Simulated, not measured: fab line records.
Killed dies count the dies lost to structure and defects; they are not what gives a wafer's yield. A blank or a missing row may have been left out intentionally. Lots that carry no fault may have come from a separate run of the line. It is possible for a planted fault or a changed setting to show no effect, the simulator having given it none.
The tool behind it: which one? :: flow nand harc :: 72 wafers from 24 lots sampled at 5 of the route's 1302 steps

WHAT THE GAUGES READ, wafer by wafer
NHARC_A_CHANNEL_HOLE_D2_OVL_MEAS_11.
lot: L074
measured: day 13 02:20
on: overlay-01
overlay x nm (nm): 0.1 -0.1 -0.1
overlay y nm (nm): 1.1 1.1 1.6

lot: L075
measured: day 13 03:38
on: overlay-01
overlay x nm (nm): -0.1 0.0 -0.5
overlay y nm (nm): -1.9 -1.5 -1.9

lot: L076
measured: day 13 18:22
on: overlay-02
overlay x nm (nm): -2.6 -1.7 -1.7
overlay y nm (nm): -0.5 0.3 0.1

lot: L077
measured: day 14 02:28
on: overlay-02
overlay x nm (nm): 0.8 0.4 1.2
overlay y nm (nm): -1.6 -0.7 -0.8

lot: L078
measured: day 14 08:34
on: overlay-02
overlay x nm (nm): 0.3 0.3 -0.2
overlay y nm (nm): 1.3 1.0 0.7

lot: L079
measured: day 15 04:33
on: overlay-01
overlay x nm (nm): 0.3 0.1 -0.1
overlay y nm (nm): 0.9 0.3 0.6

lot: L080
measured: day 15 19:40
on: overlay-01
overlay x nm (nm): 0.1 -0.2 0.1
overlay y nm (nm): 2.3 1.8 2.6

lot: L081
measured: day 16 04:59
on: overlay-01
overlay x nm (nm): 0.3 0.1 0.1
overlay y nm (nm): 1.1 1.1 1.2

lot: L082
measured: day 16 23:31
on: overlay-01
overlay x nm (nm): -0.5 0.3 0.2
overlay y nm (nm): 0.3 0.8 0.8

lot: L083
measured: day 17 14:11
on: overlay-02
overlay x nm (nm): 0.7 0.2 0.9
overlay y nm (nm): -0.2 -0.3 -0.2

lot: L084
measured: day 17 14:02
on: overlay-01
overlay x nm (nm): 0.2 0.0 0.0
overlay y nm (nm): -1.4 -1.5 -1.6

lot: L085
measured: day 17 21:19
on: overlay-01
overlay x nm (nm): 0.5 0.5 0.6
overlay y nm (nm): 0.2 -0.2 0.6

lot: L086
measured: day 17 22:20
on: overlay-01
overlay x nm (nm): -0.7 0.0 0.4
overlay y nm (nm): 1.5 1.0 1.1

lot: L089
measured: day 19 05:45
on: overlay-02
overlay x nm (nm): 0.8 0.9 1.1
overlay y nm (nm): 0.1 0.1 0.4

lot: L087
measured: day 19 05:56
on: overlay-01
overlay x nm (nm): 0.3 0.0 -0.3
overlay y nm (nm): 1.6 1.3 1.4

lot: L088
measured: day 19 13:14
on: overlay-02
overlay x nm (nm): 0.1 0.1 0.0
overlay y nm (nm): -0.9 -0.7 -0.7

lot: L091
measured: day 20 00:39
on: overlay-01
overlay x nm (nm): 1.5 1.3 1.4
overlay y nm (nm): 0.1 0.4 0.0

lot: L090
measured: day 20 07:08
on: overlay-02
overlay x nm (nm): 0.1 -0.3 0.5
overlay y nm (nm): -0.7 -1.0 -1.4

lot: L093
measured: day 20 15:05
on: overlay-01
overlay x nm (nm): 0.6 1.0 0.8
overlay y nm (nm): 0.2 0.0 0.3

lot: L092
measured: day 20 15:43
on: overlay-01
overlay x nm (nm): 1.0 0.4 0.5
overlay y nm (nm): -1.0 -0.3 -0.5

lot: L094
measured: day 21 16:49
on: overlay-01
overlay x nm (nm): 0.5 0.6 0.1
overlay y nm (nm): -0.4 0.4 -0.1

lot: L095
measured: day 21 23:07
on: overlay-01
overlay x nm (nm): 1.2 1.2 1.2
overlay y nm (nm): 0.1 -0.1 0.3

lot: L097
measured: day 22 05:40
on: overlay-01
overlay x nm (nm): 0.7 0.6 0.9
overlay y nm (nm): -0.4 -0.8 -1.2

lot: L096
measured: day 22 05:49
on: overlay-02
overlay x nm (nm): -0.6 -0.8 -0.6
overlay y nm (nm): 1.9 1.5 1.9

NHARC_A_CHANNEL_HOLE_D2_INSPECT_40.
lot: L074
measured: day 13 09:19
on: defect inspect-02
raw defect count: 229 194 238

lot: L075
measured: day 13 10:37
on: defect inspect-02
raw defect count: 303 268 203

lot: L076
measured: day 14 01:23
on: defect inspect-01
raw defect count: 375 382 313

lot: L077
measured: day 14 09:28
on: defect inspect-02
raw defect count: 276 280 535

lot: L078
measured: day 14 15:32
on: defect inspect-01
raw defect count: 384 306 389

lot: L079
measured: day 15 15:45
on: defect inspect-02
raw defect count: 267 339 399

lot: L080
measured: day 16 04:11
on: defect inspect-02
raw defect count: 240 237 252

lot: L081
measured: day 16 11:58
on: defect inspect-02
raw defect count: 432 249 236

lot: L082
measured: day 17 08:53
on: defect inspect-01
raw defect count: 269 263 381

lot: L083
measured: day 17 21:10
on: defect inspect-02
raw defect count: 323 337 202

lot: L084
measured: day 17 21:02
on: defect inspect-01
raw defect count: 499 304 401

lot: L085
measured: day 18 05:22
on: defect inspect-02
raw defect count: 210 180 194

lot: L086
measured: day 18 05:32
on: defect inspect-01
raw defect count: 388 284 285

lot: L089
measured: day 19 12:44
on: defect inspect-01
raw defect count: 191 397 275

lot: L087
measured: day 19 14:34
on: defect inspect-01
raw defect count: 265 177 351

lot: L088
measured: day 19 20:13
on: defect inspect-01
raw defect count: 413 267 422

lot: L091
measured: day 20 07:38
on: defect inspect-01
raw defect count: 364 169 226

lot: L090
measured: day 20 14:10
on: defect inspect-02
raw defect count: 302 233 294

lot: L093
measured: day 20 22:39
on: defect inspect-02
raw defect count: 254 216 320

lot: L092
measured: day 21 02:25
on: defect inspect-02
raw defect count: 109 184 188

lot: L094
measured: day 21 23:47
on: defect inspect-02
raw defect count: 257 289 302

lot: L095
measured: day 22 06:07
on: defect inspect-02
raw defect count: 249 413 630

lot: L097
measured: day 22 14:25
on: defect inspect-01
raw defect count: 272 156 222

lot: L096
measured: day 22 18:04
on: defect inspect-02
raw defect count: 270 238 332

EACH LOT AND THE TOOL THAT RAN IT (in order: tool; ch and the chambers of the sampled wafers; start)
lot: L074
NHARC_A_CHANNEL_HOLE_D2_DEP_00: acl dep-02 ch 0, day 12 23:35
NHARC_A_CHANNEL_HOLE_D2_DESCUM_15: rie diel-10 ch 1,3, day 13 02:27
NHARC_A_CHANNEL_HOLE_D2_ETCH_27: har etch-01 ch 1, day 13 07:35

lot: L075
NHARC_A_CHANNEL_HOLE_D2_DEP_00: acl dep-03 ch 0, day 13 00:54
NHARC_A_CHANNEL_HOLE_D2_DESCUM_15: rie diel-10 ch 0,1,2, day 13 03:44
NHARC_A_CHANNEL_HOLE_D2_ETCH_27: har etch-02 ch 0,1, day 13 08:55

lot: L076
NHARC_A_CHANNEL_HOLE_D2_DEP_00: acl dep-01 ch 0, day 13 15:35
NHARC_A_CHANNEL_HOLE_D2_DESCUM_15: rie diel-07 ch 0,1,3, day 13 18:28
NHARC_A_CHANNEL_HOLE_D2_ETCH_27: har etch-01 ch 0,1, day 13 23:40

lot: L077
NHARC_A_CHANNEL_HOLE_D2_DEP_00: acl dep-02 ch 0, day 14 00:22
NHARC_A_CHANNEL_HOLE_D2_DESCUM_15: rie diel-05 ch 0,2,3, day 14 02:35
NHARC_A_CHANNEL_HOLE_D2_ETCH_27: har etch-02 ch 0,1, day 14 07:47

lot: L078
NHARC_A_CHANNEL_HOLE_D2_DEP_00: acl dep-03 ch 0, day 14 06:17
NHARC_A_CHANNEL_HOLE_D2_DESCUM_15: rie diel-07 ch 0,3, day 14 08:40
NHARC_A_CHANNEL_HOLE_D2_ETCH_27: har etch-01 ch 0,1, day 14 13:49

lot: L079
NHARC_A_CHANNEL_HOLE_D2_DEP_00: acl dep-02 ch 0, day 15 01:55
NHARC_A_CHANNEL_HOLE_D2_DESCUM_15: rie diel-07 ch 0,2,3, day 15 04:40
NHARC_A_CHANNEL_HOLE_D2_ETCH_27: har etch-02 ch 1, day 15 13:48

lot: L080
NHARC_A_CHANNEL_HOLE_D2_DEP_00: acl dep-01 ch 0, day 15 16:53
NHARC_A_CHANNEL_HOLE_D2_DESCUM_15: rie diel-10 ch 1,3, day 15 19:46
NHARC_A_CHANNEL_HOLE_D2_ETCH_27: har etch-02 ch 0,1, day 16 02:29

lot: L081
NHARC_A_CHANNEL_HOLE_D2_DEP_00: acl dep-03 ch 0, day 16 02:35
NHARC_A_CHANNEL_HOLE_D2_DESCUM_15: rie diel-07 ch 0,2,3, day 16 05:05
NHARC_A_CHANNEL_HOLE_D2_ETCH_27: har etch-01 ch 1, day 16 10:15

lot: L082
NHARC_A_CHANNEL_HOLE_D2_DEP_00: acl dep-03 ch 0, day 16 21:24
NHARC_A_CHANNEL_HOLE_D2_DESCUM_15: rie diel-10 ch 2,3, day 16 23:37
NHARC_A_CHANNEL_HOLE_D2_ETCH_27: har etch-01 ch 0,1, day 17 07:13

lot: L083
NHARC_A_CHANNEL_HOLE_D2_DEP_00: acl dep-02 ch 0, day 17 11:20
NHARC_A_CHANNEL_HOLE_D2_DESCUM_15: rie diel-07 ch 2,3, day 17 14:17
NHARC_A_CHANNEL_HOLE_D2_ETCH_27: har etch-01 ch 1, day 17 19:28

lot: L084
NHARC_A_CHANNEL_HOLE_D2_DEP_00: acl dep-01 ch 0, day 17 11:37
NHARC_A_CHANNEL_HOLE_D2_DESCUM_15: rie diel-05 ch 0,1, day 17 14:08
NHARC_A_CHANNEL_HOLE_D2_ETCH_27: har etch-02 ch 0,1, day 17 19:18

lot: L085
NHARC_A_CHANNEL_HOLE_D2_DEP_00: acl dep-01 ch 0, day 17 18:35
NHARC_A_CHANNEL_HOLE_D2_DESCUM_15: rie diel-10 ch 0,1,3, day 17 21:25
NHARC_A_CHANNEL_HOLE_D2_ETCH_27: har etch-02 ch 0,1, day 18 03:38

lot: L086
NHARC_A_CHANNEL_HOLE_D2_DEP_00: acl dep-03 ch 0, day 17 19:56
NHARC_A_CHANNEL_HOLE_D2_DESCUM_15: rie diel-05 ch 0,1,2, day 17 22:26
NHARC_A_CHANNEL_HOLE_D2_ETCH_27: har etch-01 ch 1, day 18 03:50

lot: L089
NHARC_A_CHANNEL_HOLE_D2_DEP_00: acl dep-03 ch 0, day 19 02:59
NHARC_A_CHANNEL_HOLE_D2_DESCUM_15: rie diel-10 ch 0,1, day 19 05:51
NHARC_A_CHANNEL_HOLE_D2_ETCH_27: har etch-01 ch 0,1, day 19 11:00

lot: L087
NHARC_A_CHANNEL_HOLE_D2_DEP_00: acl dep-01 ch 0, day 19 03:49
NHARC_A_CHANNEL_HOLE_D2_DESCUM_15: rie diel-07 ch 1,3, day 19 06:02
NHARC_A_CHANNEL_HOLE_D2_ETCH_27: har etch-02 ch 0,1, day 19 12:53

lot: L088
NHARC_A_CHANNEL_HOLE_D2_DEP_00: acl dep-03 ch 0, day 19 10:29
NHARC_A_CHANNEL_HOLE_D2_DESCUM_15: rie diel-10 ch 0,1,2, day 19 13:21
NHARC_A_CHANNEL_HOLE_D2_ETCH_27: har etch-02 ch 0, day 19 18:29

lot: L091
NHARC_A_CHANNEL_HOLE_D2_DEP_00: acl dep-02 ch 0, day 19 22:21
NHARC_A_CHANNEL_HOLE_D2_DESCUM_15: rie diel-07 ch 1,2,3, day 20 00:45
NHARC_A_CHANNEL_HOLE_D2_ETCH_27: har etch-01 ch 0,1, day 20 05:57

lot: L090
NHARC_A_CHANNEL_HOLE_D2_DEP_00: acl dep-03 ch 0, day 20 04:32
NHARC_A_CHANNEL_HOLE_D2_DESCUM_15: rie diel-05 ch 1,2,3, day 20 07:16
NHARC_A_CHANNEL_HOLE_D2_ETCH_27: har etch-01 ch 0,1, day 20 12:26

lot: L093
NHARC_A_CHANNEL_HOLE_D2_DEP_00: acl dep-02 ch 0, day 20 13:07
NHARC_A_CHANNEL_HOLE_D2_DESCUM_15: rie diel-07 ch 1,2,3, day 20 15:11
NHARC_A_CHANNEL_HOLE_D2_ETCH_27: har etch-01 ch 0,1, day 20 20:31

lot: L092
NHARC_A_CHANNEL_HOLE_D2_DEP_00: acl dep-01 ch 0, day 20 13:56
NHARC_A_CHANNEL_HOLE_D2_DESCUM_15: rie diel-10 ch 1,2,3, day 20 15:50
NHARC_A_CHANNEL_HOLE_D2_ETCH_27: har etch-02 ch 0,1, day 21 00:36

lot: L094
NHARC_A_CHANNEL_HOLE_D2_DEP_00: acl dep-02 ch 0, day 21 14:03
NHARC_A_CHANNEL_HOLE_D2_DESCUM_15: rie diel-10 ch 0,1,2, day 21 16:55
NHARC_A_CHANNEL_HOLE_D2_ETCH_27: har etch-01 ch 0,1, day 21 22:04

lot: L095
NHARC_A_CHANNEL_HOLE_D2_DEP_00: acl dep-03 ch 0, day 21 20:42
NHARC_A_CHANNEL_HOLE_D2_DESCUM_15: rie diel-05 ch 0,2, day 21 23:13
NHARC_A_CHANNEL_HOLE_D2_ETCH_27: har etch-02 ch 0,1, day 22 04:23

lot: L097
NHARC_A_CHANNEL_HOLE_D2_DEP_00: acl dep-02 ch 0, day 22 03:23
NHARC_A_CHANNEL_HOLE_D2_DESCUM_15: rie diel-10 ch 0,2,3, day 22 05:47
NHARC_A_CHANNEL_HOLE_D2_ETCH_27: har etch-02 ch 1, day 22 12:43

lot: L096
NHARC_A_CHANNEL_HOLE_D2_DEP_00: acl dep-03 ch 0, day 22 03:24
NHARC_A_CHANNEL_HOLE_D2_DESCUM_15: rie diel-07 ch 0,2,3, day 22 05:56
NHARC_A_CHANNEL_HOLE_D2_ETCH_27: har etch-01 ch 0,1, day 22 16:20
- NHARC_A_CHANNEL_HOLE_D2_DEP_00: deposits aC, target thk 3100 nm.
- NHARC_A_CHANNEL_HOLE_D2_DESCUM_15: chemistry O2, time 3 s.
- NHARC_A_CHANNEL_HOLE_D2_ETCH_27: etches the open film in C4F8/O2/Ar, time 90 s, target depth 400 nm.

AS READ BY THE TOOLS THEMSELVES (means over the sampled wafers that have a number; for cases with no such wafer, the mark the record gives instead)
NHARC_A_CHANNEL_HOLE_D2_DEP_00.
lot: L074
tool: acl dep-02
throttle valve pct (%): 35.004

lot: L075
tool: acl dep-03
throttle valve pct (%): 34.998

lot: L076
tool: acl dep-01
throttle valve pct (%): 34.991

lot: L077
tool: acl dep-02
throttle valve pct (%): 35.002

lot: L078
tool: acl dep-03
throttle valve pct (%): 34.994

lot: L079
tool: acl dep-02
throttle valve pct (%): 35.005

lot: L080
tool: acl dep-01
throttle valve pct (%): 35.009

lot: L081
tool: acl dep-03
throttle valve pct (%): 34.998

lot: L082
tool: acl dep-03
throttle valve pct (%): 35.003

lot: L083
tool: acl dep-02
throttle valve pct (%): 35.000

lot: L084
tool: acl dep-01
throttle valve pct (%): 35.004

lot: L085
tool: acl dep-01
throttle valve pct (%): 35.000

lot: L086
tool: acl dep-03
throttle valve pct (%): 35.001

lot: L089
tool: acl dep-03
throttle valve pct (%): 34.997

lot: L087
tool: acl dep-01
throttle valve pct (%): 35.006

lot: L088
tool: acl dep-03
throttle valve pct (%): 35.002

lot: L091
tool: acl dep-02
throttle valve pct (%): 34.993

lot: L090
tool: acl dep-03
throttle valve pct (%): 35.009

lot: L093
tool: acl dep-02
throttle valve pct (%): 34.990

lot: L092
tool: acl dep-01
throttle valve pct (%): 34.995

lot: L094
tool: acl dep-02
throttle valve pct (%): 34.997

lot: L095
tool: acl dep-03
throttle valve pct (%): 35.009

lot: L097
tool: acl dep-02
throttle valve pct (%): 35.008

lot: L096
tool: acl dep-03
throttle valve pct (%): 35.006

NHARC_A_CHANNEL_HOLE_D2_DESCUM_15.
lot: L074
tool: rie diel-10
drypump motor current A (A): 5.6
o2 flow sccm (sccm): 200.0
oes product au (a.u.): 1.004
rf vpp V (V): 57.7
showerhead plenum p Torr (Torr): 2.00
throttle valve pct (%): 11.311

lot: L075
tool: rie diel-10
drypump motor current A (A): 5.9
o2 flow sccm (sccm): 199.9
oes product au (a.u.): 1.008
rf vpp V (V): 57.6
showerhead plenum p Torr (Torr): 1.99
throttle valve pct (%): 11.318

lot: L076
tool: rie diel-07
drypump motor current A (A): 5.7
o2 flow sccm (sccm): 198.9
oes product au (a.u.): 1.005
rf vpp V (V): 57.8
showerhead plenum p Torr (Torr): 2.02
throttle valve pct (%): 11.321

lot: L077
tool: rie diel-05
drypump motor current A (A): 5.9
o2 flow sccm (sccm): 199.8
oes product au (a.u.): 0.996
rf vpp V (V): 57.6
showerhead plenum p Torr (Torr): 1.90
throttle valve pct (%): 11.314

lot: L078
tool: rie diel-07
drypump motor current A (A): 5.6
o2 flow sccm (sccm): 200.1
oes product au (a.u.): 1.004
rf vpp V (V): 58.0
showerhead plenum p Torr (Torr): 2.02
throttle valve pct (%): 11.308

lot: L079
tool: rie diel-07
drypump motor current A (A): 5.6
o2 flow sccm (sccm): 199.9
oes product au (a.u.): 0.999
rf vpp V (V): 57.6
showerhead plenum p Torr (Torr): 2.01
throttle valve pct (%): 11.318

lot: L080
tool: rie diel-10
drypump motor current A (A): 5.4
o2 flow sccm (sccm): 199.7
oes product au (a.u.): 1.004
rf vpp V (V): 57.6
showerhead plenum p Torr (Torr): 1.97
throttle valve pct (%): 11.312

lot: L081
tool: rie diel-07
drypump motor current A (A): 5.6
o2 flow sccm (sccm): 199.9
oes product au (a.u.): 1.006
rf vpp V (V): 58.2
showerhead plenum p Torr (Torr): 2.00
throttle valve pct (%): 11.312

lot: L082
tool: rie diel-10
drypump motor current A (A): 5.9
o2 flow sccm (sccm): 200.4
oes product au (a.u.): 1.002
rf vpp V (V): 59.0
showerhead plenum p Torr (Torr): 1.92
throttle valve pct (%): 11.313

lot: L083
tool: rie diel-07
drypump motor current A (A): 5.6
o2 flow sccm (sccm): 199.5
oes product au (a.u.): 1.004
rf vpp V (V): 57.8
showerhead plenum p Torr (Torr): 2.00
throttle valve pct (%): 11.315

lot: L084
tool: rie diel-05
drypump motor current A (A): 6.0
o2 flow sccm (sccm): 200.2
oes product au (a.u.): 1.012
rf vpp V (V): 58.5
showerhead plenum p Torr (Torr): 1.89
throttle valve pct (%): 11.320

lot: L085
tool: rie diel-10
drypump motor current A (A): 5.5
o2 flow sccm (sccm): 199.6
oes product au (a.u.): 1.003
rf vpp V (V): 58.5
showerhead plenum p Torr (Torr): 2.00
throttle valve pct (%): 11.306

lot: L086
tool: rie diel-05
drypump motor current A (A): 5.9
o2 flow sccm (sccm): 200.0
oes product au (a.u.): 1.004
rf vpp V (V): 58.6
showerhead plenum p Torr (Torr): 1.93
throttle valve pct (%): 11.310

lot: L089
tool: rie diel-10
drypump motor current A (A): 5.8
o2 flow sccm (sccm): 199.7
oes product au (a.u.): 1.000
rf vpp V (V): 58.5
showerhead plenum p Torr (Torr): 2.03
throttle valve pct (%): 11.316

lot: L087
tool: rie diel-07
drypump motor current A (A): 5.5
o2 flow sccm (sccm): 200.3
oes product au (a.u.): 0.998
rf vpp V (V): 58.7
showerhead plenum p Torr (Torr): 2.04
throttle valve pct (%): 11.309

lot: L088
tool: rie diel-10
drypump motor current A (A): 5.9
o2 flow sccm (sccm): 200.0
oes product au (a.u.): 0.995
rf vpp V (V): 57.5
showerhead plenum p Torr (Torr): 1.98
throttle valve pct (%): 11.307

lot: L091
tool: rie diel-07
drypump motor current A (A): 5.7
o2 flow sccm (sccm): 200.1
oes product au (a.u.): 1.000
rf vpp V (V): 58.7
showerhead plenum p Torr (Torr): 2.01
throttle valve pct (%): 11.300

lot: L090
tool: rie diel-05
drypump motor current A (A): 6.2
o2 flow sccm (sccm): 200.2
oes product au (a.u.): 1.015
rf vpp V (V): 58.2
showerhead plenum p Torr (Torr): 1.91
throttle valve pct (%): 11.316

lot: L093
tool: rie diel-07
drypump motor current A (A): 5.7
o2 flow sccm (sccm): 200.2
oes product au (a.u.): 0.993
rf vpp V (V): 58.3
showerhead plenum p Torr (Torr): 2.01
throttle valve pct (%): 11.310

lot: L092
tool: rie diel-10
drypump motor current A (A): 5.8
o2 flow sccm (sccm): 199.7
oes product au (a.u.): 1.001
rf vpp V (V): 57.9
showerhead plenum p Torr (Torr): 1.95
throttle valve pct (%): 11.312

lot: L094
tool: rie diel-10
drypump motor current A (A): 5.9
o2 flow sccm (sccm): 200.4
oes product au (a.u.): 1.000
rf vpp V (V): 57.7
showerhead plenum p Torr (Torr): 1.98
throttle valve pct (%): 11.313

lot: L095
tool: rie diel-05
drypump motor current A (A): 5.7
o2 flow sccm (sccm): 200.2
oes product au (a.u.): 1.004
rf vpp V (V): 58.8
showerhead plenum p Torr (Torr): 1.91
throttle valve pct (%): 11.308

lot: L097
tool: rie diel-10
drypump motor current A (A): 5.6
o2 flow sccm (sccm): 199.7
oes product au (a.u.): 0.995
rf vpp V (V): 57.8
showerhead plenum p Torr (Torr): 1.96
throttle valve pct (%): 11.314

lot: L096
tool: rie diel-07
drypump motor current A (A): 5.6
o2 flow sccm (sccm): 199.5
oes product au (a.u.): 1.006
rf vpp V (V): 57.5
showerhead plenum p Torr (Torr): 2.00
throttle valve pct (%): 11.307

NHARC_A_CHANNEL_HOLE_D2_ETCH_27.
lot: L074
tool: har etch-01
drypump motor current A (A): 5.7
o2 flow sccm (sccm): 83.34
showerhead plenum p Torr (Torr): 3.60
throttle valve pct (%): 27.611

lot: L075
tool: har etch-02
drypump motor current A (A): 6.1
o2 flow sccm (sccm): 83.31
showerhead plenum p Torr (Torr): 3.52
throttle valve pct (%): 27.628

lot: L076
tool: har etch-01
drypump motor current A (A): 5.0
o2 flow sccm (sccm): 82.97
showerhead plenum p Torr (Torr): 3.69
throttle valve pct (%): 27.619

lot: L077
tool: har etch-02
drypump motor current A (A): 6.0
o2 flow sccm (sccm): 83.20
showerhead plenum p Torr (Torr): 3.60
throttle valve pct (%): 27.618

lot: L078
tool: har etch-01
drypump motor current A (A): 5.4
o2 flow sccm (sccm): 83.30
showerhead plenum p Torr (Torr): 3.64
throttle valve pct (%): 27.619

lot: L079
tool: har etch-02
drypump motor current A (A): 6.0
o2 flow sccm (sccm): 83.03
showerhead plenum p Torr (Torr): 3.68
throttle valve pct (%): 27.615

lot: L080
tool: har etch-02
drypump motor current A (A): 6.0
o2 flow sccm (sccm): 83.50
showerhead plenum p Torr (Torr): 3.77
throttle valve pct (%): 27.625

lot: L081
tool: har etch-01
drypump motor current A (A): 5.7
o2 flow sccm (sccm): 83.35
showerhead plenum p Torr (Torr): 3.57
throttle valve pct (%): 27.621

lot: L082
tool: har etch-01
drypump motor current A (A): 5.0
o2 flow sccm (sccm): 83.43
showerhead plenum p Torr (Torr): 3.67
throttle valve pct (%): 27.617

lot: L083
tool: har etch-01
drypump motor current A (A): 5.7
o2 flow sccm (sccm): 83.23
showerhead plenum p Torr (Torr): 3.56
throttle valve pct (%): 27.627

lot: L084
tool: har etch-02
drypump motor current A (A): 6.1
o2 flow sccm (sccm): 83.62
showerhead plenum p Torr (Torr): 3.87
throttle valve pct (%): 27.618

lot: L085
tool: har etch-02
drypump motor current A (A): 6.0
o2 flow sccm (sccm): 83.35
showerhead plenum p Torr (Torr): 3.76
throttle valve pct (%): 27.618

lot: L086
tool: har etch-01
drypump motor current A (A): 5.7
o2 flow sccm (sccm): 83.21
showerhead plenum p Torr (Torr): 3.56
throttle valve pct (%): 27.626

lot: L089
tool: har etch-01
drypump motor current A (A): 5.4
o2 flow sccm (sccm): 83.24
showerhead plenum p Torr (Torr): 3.60
throttle valve pct (%): 27.616

lot: L087
tool: har etch-02
drypump motor current A (A): 6.1
o2 flow sccm (sccm): 83.14
showerhead plenum p Torr (Torr): 3.86
throttle valve pct (%): 27.624

lot: L088
tool: har etch-02
drypump motor current A (A): 6.1
o2 flow sccm (sccm): 83.45
showerhead plenum p Torr (Torr): 3.95
throttle valve pct (%): 27.621

lot: L091
tool: har etch-01
drypump motor current A (A): 5.4
o2 flow sccm (sccm): 83.19
showerhead plenum p Torr (Torr): 3.59
throttle valve pct (%): 27.617

lot: L090
tool: har etch-01
drypump motor current A (A): 5.0
o2 flow sccm (sccm): 83.47
showerhead plenum p Torr (Torr): 3.64
throttle valve pct (%): 27.625

lot: L093
tool: har etch-01
drypump motor current A (A): 5.4
o2 flow sccm (sccm): 83.54
showerhead plenum p Torr (Torr): 3.59
throttle valve pct (%): 27.623

lot: L092
tool: har etch-02
drypump motor current A (A): 6.0
o2 flow sccm (sccm): 82.95
showerhead plenum p Torr (Torr): 3.74
throttle valve pct (%): 27.615

lot: L094
tool: har etch-01
drypump motor current A (A): 5.0
o2 flow sccm (sccm): 83.37
showerhead plenum p Torr (Torr): 3.63
throttle valve pct (%): 27.616

lot: L095
tool: har etch-02
drypump motor current A (A): 6.1
o2 flow sccm (sccm): 82.93
showerhead plenum p Torr (Torr): 3.84
throttle valve pct (%): 27.610

lot: L097
tool: har etch-02
drypump motor current A (A): 6.0
o2 flow sccm (sccm): 83.71
showerhead plenum p Torr (Torr): 3.63
throttle valve pct (%): 27.619

lot: L096
tool: har etch-01
drypump motor current A (A): 5.4
o2 flow sccm (sccm): 83.46
showerhead plenum p Torr (Torr): 3.57
throttle valve pct (%): 27.627

THE ANSWER, worked out from the rows above alone
Rule: what is usual is taken from the lots themselves. Put in order of their means at a reading, lots are off if they are a third of the lots or fewer, leave a main group of 4 or more, and stand apart from it by a gap of 3 or more times the standard deviation of the main group's means; of several such gaps the widest counts. If all means in a main group match to the digits the tables above print for the reading, that group is not used. A lot without any number at a reading at which 4 lots or more have one is off too. All remaining lots with rows at the step are treated as sound. After the gauges, taken in route order, come the tools' own readings; for these a lot's mean is taken, as printed above. At the first step where some lot is off, the reading lying furthest off is the one used; lots without a number count as furthest.
Nothing can be told from this: no lot is off at any reading shown.

WHAT THE SIMULATOR HAD INSERTED
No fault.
